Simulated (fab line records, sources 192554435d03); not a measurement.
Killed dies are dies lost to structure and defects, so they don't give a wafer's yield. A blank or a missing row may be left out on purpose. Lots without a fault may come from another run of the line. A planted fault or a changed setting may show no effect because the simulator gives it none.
Split-lot experiment | flow n5_finfet | 7 lots, 39 wafers read, on a route of 1938 steps

THE SPLIT
At N5_MOL_CONTACT_COAG_ETCH_91 (etches SOC in N2/H2, target depth 60 nm, overetch 21 nm, time 101.2 s), the setting target_depth_a was moved away from the recipe's 600 angstrom on 15 of the 39 wafers read, by -38.3% to +57.5%. The other wafers ran this setting at the recipe's value.

The reading is taken at the split's own step.

THE READING
SiARC_of_MOL_CONTACT_COAG_COAT_76.thk_nm (the simulator's own value, which no gauge read), in nm, at N5_MOL_CONTACT_COAG_ETCH_91 (etches SOC in N2/H2, target depth 60 nm, overetch 21 nm, time 101.2 s). The file gives no usual value for it. The 24 wafers here that ran the recipe average 5.8 nm, standard deviation 0.11 nm.

wafer  | tool, chamber at the split | target_depth_a as run, angstrom | against the recipe | SiARC_of_MOL_CONTACT_COAG_COAT_76.thk_nm, nm | against lot-mates on the recipe
L074.1 | rie_diel-02, 0             | 944.8                           | +57.5%             | 4.2                                          | -1.7
L074.2 | rie_diel-02, 3             | 944.8                           | +57.5%             | 3.8                                          | -2.1
L074.3 | rie_diel-02, 2,3           | 600                             | recipe             | 5.8                                          | -
L074.5 | rie_diel-02, 2,3           | 600                             | recipe             | 5.8                                          | -
L074.4 | rie_diel-02, 0             | 600                             | recipe             | 6                                            | -
L074.6 | rie_diel-02, 2             | 944.8                           | +57.5%             | 4                                            | -1.9
L076.1 | rie_diel-02, 3,2           | 600                             | recipe             | 5.8                                          | -
L076.6 | rie_diel-02, 3,2           | 600                             | recipe             | 5.8                                          | -
L076.2 | rie_diel-02, 1,3           | 400.9                           | -33.2%             | 6.8                                          | +1.1
L076.5 | rie_diel-02, 1,3           | 400.9                           | -33.2%             | 6.8                                          | +1.1
L076.3 | rie_diel-02, 2             | 600                             | recipe             | 5.6                                          | -
L076.4 | rie_diel-02, 0             | 400.9                           | -33.2%             | 7                                            | +1.3
L078.1 | rie_diel-02, 3,2,2         | 370                             | -38.3%             | 7                                            | +1.2
L078.4 | rie_diel-02, 3,2,2         | 370                             | -38.3%             | 7                                            | +1.2
L078.5 | rie_diel-02, 3,2,2         | 370                             | -38.3%             | 7                                            | +1.2
L078.2 | rie_diel-02, 1             | 600                             | recipe             | 5.8                                          | -
L078.3 | rie_diel-02, 0             | 600                             | recipe             | 6                                            | -
L078.6 | rie_diel-02, 3             | 600                             | recipe             | 5.6                                          | -
L079.1 | rie_diel-04, 2             | 600                             | recipe             | 5.6                                          | -
L079.5 | rie_diel-04, 2             | 600                             | recipe             | 5.6                                          | -
L079.2 | rie_diel-04, 1,0,3,1       | 600                             | recipe             | 5.8                                          | -
L079.3 | rie_diel-04, 1,0,3,1       | 600                             | recipe             | 5.8                                          | -
L079.4 | rie_diel-04, 1,0,3,1       | 600                             | recipe             | 5.8                                          | -
L079.6 | rie_diel-04, 1,0,3,1       | 600                             | recipe             | 5.8                                          | -
L091.1 | rie_diel-04, 2             | 441.2                           | -26.5%             | 6.4                                          | +0.6
L091.2 | rie_diel-04, 3,0           | 441.2                           | -26.5%             | 6.6                                          | +0.8
L091.4 | rie_diel-04, 3,0           | 441.2                           | -26.5%             | 6.6                                          | +0.8
L091.3 | rie_diel-04, 1,0,3         | 600                             | recipe             | 5.8                                          | -
L091.5 | rie_diel-04, 1,0,3         | 600                             | recipe             | 5.8                                          | -
L091.6 | rie_diel-04, 1,0,3         | 600                             | recipe             | 5.8                                          | -
L094.1 | rie_diel-04, 0,3,2         | 875.7                           | +46.0%             | 4.2                                          | -1.6
L094.2 | rie_diel-04, 0,3,2         | 875.7                           | +46.0%             | 4.2                                          | -1.6
L094.4 | rie_diel-04, 0,3,2         | 875.7                           | +46.0%             | 4.2                                          | -1.6
L094.3 | rie_diel-04, 1,3,0         | 600                             | recipe             | 5.8                                          | -
L094.5 | rie_diel-04, 1,3,0         | 600                             | recipe             | 5.8                                          | -
L094.6 | rie_diel-04, 1,3,0         | 600                             | recipe             | 5.8                                          | -
L097.2 | rie_diel-06, 3             | 600                             | recipe             | 6                                            | -
L097.3 | rie_diel-06, 0             | 600                             | recipe             | 5.8                                          | -
L097.5 | rie_diel-06, 0             | 600                             | recipe             | 5.8                                          | -
Where a row lists several chambers, the file gives one row for several wafers and doesn't say which wafer went through which chamber.

THE FIT
A straight line over all 39 wafers: SiARC_of_MOL_CONTACT_COAG_COAT_76.thk_nm changes by -0.032 nm for each +1% of target_depth_a; r = -0.99; the points scatter about the line by 0.12 nm.
The same after taking each lot's own level away (the mean of its wafers on the recipe; 39 wafers): -0.0327 nm for each +1%; r = -0.99; scatter 0.11 nm.
On that fit, the largest move of target_depth_a shifts the reading by 1.9 nm.
The lots' own levels span 5.73 to 5.87 nm, that is 1.2 times the standard deviation above.
So the lot-to-lot level changes the slope little: the two slopes agree.
Check: with one of the wafers moved furthest among these (+57.5%) left out of the fit, the line predicts -1.93 nm for it against its lot-mates. It came out at -1.67 nm against them.

OTHER SPLITS ON THESE WAFERS
These wafers also went through other splits before the reading. Each is held against what the fit with the lots' levels taken away leaves over:
other split on the same wafers                 | wafers away from the commonest value | r with SiARC_of_MOL_CONTACT_COAG_COAT_76.thk_nm (lot level and that fit taken away)
N5_PMOS_HMC_CHANNEL_EPI_HM_DEP_34 target_thk_a | 12                                   | +0.16
N5_FIN_CUT_CUT_ETCH_26 target_depth_a          | 15                                   | +0.25
N5_SDB_ALD_29 ald_cycles                       | 12                                   | +0.01

THE FILE'S OWN FIT
SiARC_of_MOL_CONTACT_COAG_COAT_76.thk_nm changes by -0.0327 nm for each +1% of target_depth_a, r = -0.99.
